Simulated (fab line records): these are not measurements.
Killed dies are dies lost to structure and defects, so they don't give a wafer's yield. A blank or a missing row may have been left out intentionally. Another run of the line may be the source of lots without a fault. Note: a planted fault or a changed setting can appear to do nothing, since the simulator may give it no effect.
Matching of chambers | flow nand_harc | 3 sister chambers for NHARC_P_GATE_DESCUM_61 on rie_diel-09
The step chemistry O2, time 3 s. 6 wafers are shown with their chamber, then 5 later ones without.

== WAFERS PAIRED WITH THEIR CHAMBERS ==
wafer  | chamber | drypump_motor_current_A (A) | rf_vpp_V (V)
L347.6 | 2       | 6.1                         | 57.9
L350.3 | 3       | 6.3                         | 58.8
L350.4 | 0       | 5.7                         | 58.8
L350.6 | 2       | 6.2                         | 57.9
L358.4 | 0       | 5.7                         | 57.7
L358.5 | 3       | 6.3                         | 58.1

== WAFERS MISSING THEIR CHAMBER ==
wafer  | drypump_motor_current_A (A) | rf_vpp_V (V)
L358.6 | 5.7                         | 58.7
L359.1 | 6.2                         | 58.5
L359.4 | 5.7                         | 57.5
L360.3 | 5.7                         | 58.4
L360.5 | 6.1                         | 57.0

== WHICH CHAMBER EACH ONE RAN IN ==
wafer  | from the rows above     | in truth
L358.6 | 0                       | 0
L359.1 | can't be placed: 2 or 3 | 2
L359.4 | 0                       | 0
L360.3 | 0                       | 0
L360.5 | 2                       | 2
Correct placement for 4 of the 5. Unplaceable from these rows: 1, with the true chamber sitting among the candidates in 1. Number placed wrongly: 0.
How it was worked out, from the rows above alone: a wafer's distance from a chamber is the root of the sum, over the readings, of the square of ((its reading less the chamber's mean) divided by the reading's scatter). The wafer belongs to the nearest chamber; if the next one is less than 2 further off, it can't be placed. Each chamber's mean is taken over the wafers shown for it. How the scatter is found: for the shown wafers, subtract from each reading the mean of its chamber, square and add these, divide the total by (wafers less chambers), then take the root.
